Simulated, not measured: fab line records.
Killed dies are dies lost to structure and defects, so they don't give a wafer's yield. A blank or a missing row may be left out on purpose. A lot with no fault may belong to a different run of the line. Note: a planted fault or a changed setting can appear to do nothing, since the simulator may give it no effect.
Which of the tools did it? + flow n5 finfet + Sampling: 10 lots, 30 wafers, 4 of 1938 route steps

== WHAT THE GAUGES SHOWED, per wafer ==
N5_BEOL_M14_CD_MEAS_10: the cd target is 250 nm.
| lot  | measured     | on        | cd nm (nm)        |
|------|--------------|-----------|-------------------|
| L403 | day 11 13:22 | cd sem-03 | 250.4 247.5 251.0 |
| L401 | day 11 14:07 | cd sem-03 | 249.1 250.2 249.8 |
| L402 | day 11 15:14 | cd sem-03 | 250.5 249.7 249.6 |
| L405 | day 12 05:53 | cd sem-03 | 249.8 249.8 249.9 |
| L409 | day 13 17:43 | cd sem-01 | 247.7 247.8 248.4 |
| L415 | day 14 22:19 | cd sem-02 | 247.1 248.6 249.9 |
| L413 | day 14 23:32 | cd sem-02 | 242.7 245.6 245.9 |
| L422 | day 17 06:38 | cd sem-01 | 250.8 250.8 252.4 |
| L424 | day 17 12:27 | cd sem-03 | 251.0 249.1 249.3 |
| L423 | day 17 21:23 | cd sem-01 | 246.8 246.9 250.1 |

== TOOL THAT RAN EACH LOT (tool first, then ch and the chambers of the sampled wafers, then the start) ==
| lot  | N5_BEOL_M13_DEGAS_41         | N5_BEOL_M13_ANNEAL_48            | N5_BEOL_M14_EXPOSE_07             |
|------|------------------------------|----------------------------------|-----------------------------------|
| L403 | pvd sputter-01, day 11 10:46 | rtp anneal-02 ch 0, day 11 11:43 | krf scanner-01 ch 0, day 11 13:12 |
| L401 | pvd sputter-02, day 11 10:53 | rtp anneal-02 ch 0, day 11 12:29 | krf scanner-02 ch 0, day 11 13:57 |
| L402 | pvd sputter-02, day 11 11:22 | rtp anneal-02 ch 0, day 11 13:29 | krf scanner-02 ch 0, day 11 15:04 |
| L405 | pvd sputter-02, day 12 03:49 | rtp anneal-02 ch 0, day 12 04:25 | krf scanner-02 ch 0, day 12 05:43 |
| L409 | pvd sputter-01, day 13 15:34 | rtp anneal-02 ch 0, day 13 16:26 | krf scanner-02 ch 0, day 13 17:32 |
| L415 | pvd sputter-03, day 14 20:23 | rtp anneal-01 ch 0, day 14 20:55 | krf scanner-01 ch 0, day 14 22:09 |
| L413 | pvd sputter-02, day 14 21:36 | rtp anneal-02 ch 0, day 14 22:07 | krf scanner-02 ch 0, day 14 23:21 |
| L422 | pvd sputter-01, day 17 04:41 | rtp anneal-02 ch 0, day 17 05:13 | krf scanner-02 ch 0, day 17 06:27 |
| L424 | pvd sputter-03, day 17 10:38 | rtp anneal-01 ch 0, day 17 11:09 | krf scanner-01 ch 0, day 17 12:16 |
| L423 | pvd sputter-01, day 17 19:32 | rtp anneal-02 ch 0, day 17 20:04 | krf scanner-02 ch 0, day 17 21:13 |
- N5_BEOL_M13_DEGAS_41: time 60 s.
- N5_BEOL_M13_ANNEAL_48: time 90 s.
- N5_BEOL_M14_EXPOSE_07: exposes mask V13.

== THE ANSWER, worked out from the rows above alone ==
Rule: the lots themselves supply what counts as usual. The widest of any qualifying gaps counts: lots, ordered by their means at a reading, are off when they make up no more than a third of the lots, leave a main group of 4 or more, and stand apart from it by 3 or more times the standard deviation of that group's means. Not used: any main group whose means are identical at the precision the tables above print for the reading. A lot without any number at a reading at which 4 lots or more have one is off too. Any other lot the step has rows for is counted as sound.
Off at N5_BEOL_M14_CD_MEAS_10 (cd nm): L413. Mean 249.4 nm and standard deviation 1 in the main group.
A tool fits if, at a process step before that reading, it ran every lot that is off, and no sound lot after the first of them. The gauges at N5_BEOL_M14_CD_MEAS_10 are tried like those tools. This does not decide it: 2 tools fit, namely pvd sputter-02 at N5_BEOL_M13_DEGAS_41 and cd sem-02 at N5_BEOL_M14_CD_MEAS_10.

== WHAT THE SIMULATOR PUT IN ==
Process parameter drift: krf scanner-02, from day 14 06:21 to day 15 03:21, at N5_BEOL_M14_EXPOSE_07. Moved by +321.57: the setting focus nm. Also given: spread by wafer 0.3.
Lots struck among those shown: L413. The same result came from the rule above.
